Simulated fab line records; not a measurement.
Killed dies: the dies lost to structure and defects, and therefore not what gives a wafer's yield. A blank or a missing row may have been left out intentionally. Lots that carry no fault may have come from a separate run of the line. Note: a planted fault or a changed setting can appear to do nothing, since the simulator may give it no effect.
Comparing a struck lot with a sound one | flow n5 finfet | 14 steps out of a route of 1938
Sound: wafers L199.2, L199.3, L199.6. Struck: wafer L206.1 (L206.2, L206.4, from the same lot, were not struck and are left out); the cause is given at the end.
Each step with rows lists, per side, the tool, then ch with its chambers, then its first start. Under that, the readings that differ: sound wafers | struck wafers | difference of the means | sigmas: that difference in standard deviations of wafers without a fault.
alike: readings whose means differ by less than 2 such deviations, and words and numbers that are the same on both sides. not compared: withheld readings, readings that some wafer has no value for, bounds like >300 that may hide the same value, and numbers for which the record gives no deviation and whose values overlap.
The two part at a step that has a row with sigmas, a row that says differs or no value, or rows on one side only. Numbers that have no deviation but don't overlap get no sigmas and don't part them. Lack of a reading on every wafer of one side parts them only where that side has two or more wafers.

first, 6 steps without rows for these wafers: N5_BEOL_M15_STRIP_36 (strips in O2); N5_BEOL_M15_STRIP_62 (strips in O2); N5_BEOL_M15_STRIP_37 (strips in O2); N5_BEOL_M15_ETCH_38 (etches SiCN in CF4/N2, target depth 106.4 nm, time 120.5 s); N5_BEOL_M15_PRECLEAN_39 (cleans in residue remover, time 60 s); N5_BEOL_M15_SRD_40 (time 30 s, dry time 30 s).
N5_BEOL_M15_DEGAS_41: time 60 s.
  sound: pvd sputter-03 at day 12 12:43; struck: pvd sputter-03 at day 14 06:13
  alike: heater power w
N5_BEOL_M15_PRE_CLEAN_42: time 30 s.
  sound: pvd sputter-03 at day 12 12:45; struck: pvd sputter-03 at day 14 06:16
  alike: heater power w
then, 1 step without rows for these wafers: N5_BEOL_M15_SPUTTER_43 (material TaN, target thk 15 nm, time 24.19 s).
N5_BEOL_M15_SPUTTER_44: material Ta, target thk 15 nm, time 24.19 s.
  sound: pvd sputter-03 at day 12 12:52; struck: pvd sputter-03 at day 14 06:23
  alike: throttle valve pct
N5_BEOL_M15_SPUTTER_45: material Cu, target thk 100 nm, time 16.67 s.
  sound: pvd sputter-03 at day 12 12:57; struck: pvd sputter-03 at day 14 06:28
  alike: chuck sensor temp C, throttle valve pct
N5_BEOL_M15_ECD_47: material Cu, target thk 1860 nm.
  sound on ecd cu-02 ch 0, day 12 13:04; struck on ecd cu-01 ch 1, day 14 06:35
  reading                                 | sound          | struck | difference | sigmas
  model.Cu_of_BEOL_M15_ECD_47.thk nm (nm) | 1851 1860 1854 | 3356   | +1501      |
N5_BEOL_M15_ANNEAL_48: time 90 s.
  sound on rtp anneal-02 ch 0, day 12 13:22; struck on rtp anneal-01 ch 0, day 14 07:17
  alike: wafer_temp_C_max
following that, these wafers have no rows for 1 step: N5_PASSIVATION_PROBE_49.

== WHERE THEY PART ==
Nowhere in this record.

WHY: whatever the simulator had introduced
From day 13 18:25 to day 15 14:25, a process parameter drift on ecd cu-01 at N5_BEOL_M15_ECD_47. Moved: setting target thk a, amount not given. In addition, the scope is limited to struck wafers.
